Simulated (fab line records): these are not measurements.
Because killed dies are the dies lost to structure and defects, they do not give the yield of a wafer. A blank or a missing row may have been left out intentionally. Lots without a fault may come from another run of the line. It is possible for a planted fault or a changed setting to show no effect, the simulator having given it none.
Split-lot study / flow n5 finfet / on a route of 1938 steps: 7 lots, 39 wafers read

## SPLIT DETAILS
At N5_SDB_ALD_29 (deposits SiNx, target thk 30 nm, pulse time 1 s, ald cycles 600), the setting ald cycles was moved away from the recipe's 600 on 15 of the 39 wafers read, by -49.3% to +56.8%. The other wafers ran this setting at the recipe's value.

Reading taken at the split's own step.

## THE READING
SiNx_of_SDB_ALD_29.thk nm (the simulator's own value, which no gauge read), in nm, at N5_SDB_ALD_29 (deposits SiNx, target thk 30 nm, pulse time 1 s, ald cycles 600). There is no usual value for it anywhere in the file. Across the 24 wafers here that went through the recipe, the average is 30.0 nm and the standard deviation 0.16 nm.

wafer=L080.1; tool, chamber at the split=ald sin-01, 1; ald cycles as run=600; against the recipe=recipe; SiNx_of_SDB_ALD_29.thk nm, nm=30.4; against lot-mates on the recipe=-
wafer=L080.2; tool, chamber at the split=ald sin-01, 2; ald cycles as run=913; against the recipe=+52.2%; SiNx_of_SDB_ALD_29.thk nm, nm=45.8; against lot-mates on the recipe=+15.7
wafer=L080.3; tool, chamber at the split=ald sin-01, 3; ald cycles as run=913; against the recipe=+52.2%; SiNx_of_SDB_ALD_29.thk nm, nm=45.4; against lot-mates on the recipe=+15.3
wafer=L080.4; tool, chamber at the split=ald sin-01, 0; ald cycles as run=600; against the recipe=recipe; SiNx_of_SDB_ALD_29.thk nm, nm=29.8; against lot-mates on the recipe=-
wafer=L080.5; tool, chamber at the split=ald sin-01, 1; ald cycles as run=600; against the recipe=recipe; SiNx_of_SDB_ALD_29.thk nm, nm=30; against lot-mates on the recipe=-
wafer=L080.6; tool, chamber at the split=ald sin-01, 3; ald cycles as run=913; against the recipe=+52.2%; SiNx_of_SDB_ALD_29.thk nm, nm=45.6; against lot-mates on the recipe=+15.5
wafer=L082.2; tool, chamber at the split=ald sin-02, 3; ald cycles as run=600; against the recipe=recipe; SiNx_of_SDB_ALD_29.thk nm, nm=30.2; against lot-mates on the recipe=-
wafer=L082.4; tool, chamber at the split=ald sin-02, 0,1; ald cycles as run=600; against the recipe=recipe; SiNx_of_SDB_ALD_29.thk nm, nm=30; against lot-mates on the recipe=-
wafer=L082.6; tool, chamber at the split=ald sin-02, 0,1; ald cycles as run=600; against the recipe=recipe; SiNx_of_SDB_ALD_29.thk nm, nm=30; against lot-mates on the recipe=-
wafer=L087.1; tool, chamber at the split=ald sin-03, 2; ald cycles as run=941; against the recipe=+56.8%; SiNx_of_SDB_ALD_29.thk nm, nm=46.8; against lot-mates on the recipe=+16.9
wafer=L087.2; tool, chamber at the split=ald sin-03, 1,2; ald cycles as run=600; against the recipe=recipe; SiNx_of_SDB_ALD_29.thk nm, nm=29.8; against lot-mates on the recipe=-
wafer=L087.5; tool, chamber at the split=ald sin-03, 1,2; ald cycles as run=600; against the recipe=recipe; SiNx_of_SDB_ALD_29.thk nm, nm=29.8; against lot-mates on the recipe=-
wafer=L087.3; tool, chamber at the split=ald sin-03, 3; ald cycles as run=941; against the recipe=+56.8%; SiNx_of_SDB_ALD_29.thk nm, nm=47; against lot-mates on the recipe=+17.1
wafer=L087.4; tool, chamber at the split=ald sin-03, 0; ald cycles as run=600; against the recipe=recipe; SiNx_of_SDB_ALD_29.thk nm, nm=30; against lot-mates on the recipe=-
wafer=L087.6; tool, chamber at the split=ald sin-03, 3; ald cycles as run=941; against the recipe=+56.8%; SiNx_of_SDB_ALD_29.thk nm, nm=47.2; against lot-mates on the recipe=+17.3
wafer=L090.1; tool, chamber at the split=ald sin-02, 3,0; ald cycles as run=600; against the recipe=recipe; SiNx_of_SDB_ALD_29.thk nm, nm=30; against lot-mates on the recipe=-
wafer=L090.3; tool, chamber at the split=ald sin-02, 3,0; ald cycles as run=600; against the recipe=recipe; SiNx_of_SDB_ALD_29.thk nm, nm=30; against lot-mates on the recipe=-
wafer=L090.2; tool, chamber at the split=ald sin-02, 2; ald cycles as run=357; against the recipe=-40.5%; SiNx_of_SDB_ALD_29.thk nm, nm=18.2; against lot-mates on the recipe=-11.7
wafer=L090.4; tool, chamber at the split=ald sin-02, 1; ald cycles as run=600; against the recipe=recipe; SiNx_of_SDB_ALD_29.thk nm, nm=29.8; against lot-mates on the recipe=-
wafer=L090.5; tool, chamber at the split=ald sin-02, 3; ald cycles as run=357; against the recipe=-40.5%; SiNx_of_SDB_ALD_29.thk nm, nm=18; against lot-mates on the recipe=-11.9
wafer=L090.6; tool, chamber at the split=ald sin-02, 0; ald cycles as run=357; against the recipe=-40.5%; SiNx_of_SDB_ALD_29.thk nm, nm=17.8; against lot-mates on the recipe=-12.1
wafer=L091.1; tool, chamber at the split=ald sin-02, 1; ald cycles as run=600; against the recipe=recipe; SiNx_of_SDB_ALD_29.thk nm, nm=29.8; against lot-mates on the recipe=-
wafer=L091.5; tool, chamber at the split=ald sin-02, 1; ald cycles as run=600; against the recipe=recipe; SiNx_of_SDB_ALD_29.thk nm, nm=29.8; against lot-mates on the recipe=-
wafer=L091.2; tool, chamber at the split=ald sin-02, 2; ald cycles as run=600; against the recipe=recipe; SiNx_of_SDB_ALD_29.thk nm, nm=30.2; against lot-mates on the recipe=-
wafer=L091.3; tool, chamber at the split=ald sin-02, 0,3,0; ald cycles as run=600; against the recipe=recipe; SiNx_of_SDB_ALD_29.thk nm, nm=30; against lot-mates on the recipe=-
wafer=L091.4; tool, chamber at the split=ald sin-02, 0,3,0; ald cycles as run=600; against the recipe=recipe; SiNx_of_SDB_ALD_29.thk nm, nm=30; against lot-mates on the recipe=-
wafer=L091.6; tool, chamber at the split=ald sin-02, 0,3,0; ald cycles as run=600; against the recipe=recipe; SiNx_of_SDB_ALD_29.thk nm, nm=30; against lot-mates on the recipe=-
wafer=L094.1; tool, chamber at the split=ald sin-02, 2; ald cycles as run=600; against the recipe=recipe; SiNx_of_SDB_ALD_29.thk nm, nm=30.2; against lot-mates on the recipe=-
wafer=L094.2; tool, chamber at the split=ald sin-02, 1; ald cycles as run=600; against the recipe=recipe; SiNx_of_SDB_ALD_29.thk nm, nm=29.8; against lot-mates on the recipe=-
wafer=L094.3; tool, chamber at the split=ald sin-02, 3; ald cycles as run=600; against the recipe=recipe; SiNx_of_SDB_ALD_29.thk nm, nm=30; against lot-mates on the recipe=-
wafer=L094.4; tool, chamber at the split=ald sin-02, 0; ald cycles as run=304; against the recipe=-49.3%; SiNx_of_SDB_ALD_29.thk nm, nm=15.2; against lot-mates on the recipe=-14.8
wafer=L094.5; tool, chamber at the split=ald sin-02, 2; ald cycles as run=304; against the recipe=-49.3%; SiNx_of_SDB_ALD_29.thk nm, nm=15.6; against lot-mates on the recipe=-14.4
wafer=L094.6; tool, chamber at the split=ald sin-02, 3; ald cycles as run=304; against the recipe=-49.3%; SiNx_of_SDB_ALD_29.thk nm, nm=15.4; against lot-mates on the recipe=-14.6
wafer=L095.1; tool, chamber at the split=ald sin-02, 1; ald cycles as run=716; against the recipe=+19.3%; SiNx_of_SDB_ALD_29.thk nm, nm=35.4; against lot-mates on the recipe=+5.5
wafer=L095.6; tool, chamber at the split=ald sin-02, 1; ald cycles as run=716; against the recipe=+19.3%; SiNx_of_SDB_ALD_29.thk nm, nm=35.4; against lot-mates on the recipe=+5.5
wafer=L095.2; tool, chamber at the split=ald sin-02, 3; ald cycles as run=716; against the recipe=+19.3%; SiNx_of_SDB_ALD_29.thk nm, nm=35.8; against lot-mates on the recipe=+5.9
wafer=L095.3; tool, chamber at the split=ald sin-02, 0; ald cycles as run=600; against the recipe=recipe; SiNx_of_SDB_ALD_29.thk nm, nm=30; against lot-mates on the recipe=-
wafer=L095.5; tool, chamber at the split=ald sin-02, 0; ald cycles as run=600; against the recipe=recipe; SiNx_of_SDB_ALD_29.thk nm, nm=30; against lot-mates on the recipe=-
wafer=L095.4; tool, chamber at the split=ald sin-02, 3; ald cycles as run=600; against the recipe=recipe; SiNx_of_SDB_ALD_29.thk nm, nm=29.8; against lot-mates on the recipe=-
When a row names more than one chamber, that row covers several wafers, and the file does not tell which wafer ran in which chamber.

THE FIT
A straight line over all 39 wafers: SiNx_of_SDB_ALD_29.thk nm changes by +0.297 nm for each +1% of ald cycles; r = +1.00; the points scatter about the line by 0.18 nm.
The same after taking each lot's own level away (the mean of its wafers on the recipe; 39 wafers): +0.298 nm for each +1%; r = +1.00; scatter 0.18 nm.
According to that fit, moving ald cycles by its largest amount changes the reading by 17 nm.
The lots' own levels span 29.87 to 30.07 nm, that is 1.3 times the standard deviation above.
Hence the lot-to-lot level has little effect on the slope; both slopes agree.
Check: with one of the wafers moved furthest among these (+56.8%) left out of the fit, the line predicts +16.9 nm for it against its lot-mates. It came out at +16.9 nm against them.

## OTHER SPLITS APPLIED TO THESE WAFERS
These wafers also went through other splits before the reading. Each is held against what the fit with the lots' levels taken away leaves over:
other split on the same wafers=N5_FIN_CUT_CUT_ETCH_26 time s; wafers away from the commonest value=18; r with SiNx_of_SDB_ALD_29.thk nm (lot level and that fit taken away)=+0.16

## THE WHOLE CHAIN: every reading that the file lists as answering this split, in the file's order
step=N5_SDB_ALD_29; what it does=deposits SiNx, target thk 30 nm, pulse time 1 s, ald cycles 600; reading=SiNx_of_SDB_ALD_29.thk nm (the simulator's own value, which no gauge read); change (the file's fit)=+0.298 nm for each +1% of the setting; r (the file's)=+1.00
step=N5_SDB_CMP_30; what it does=polishes, stops on poly-Si, t overpolish 1.54 s, target thk 30 nm; reading=SiNx_of_SDB_ALD_29.thk nm (the simulator's own value, which no gauge read); change (the file's fit)=not straight: 15.4 at the lowest setting, 29.97 at the recipe, 28.73 at the highest; r (the file's)=not given

## FILE'S OWN FIT
SiNx_of_SDB_ALD_29.thk nm changes by +0.298 nm for each +1% of ald cycles, r = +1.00.
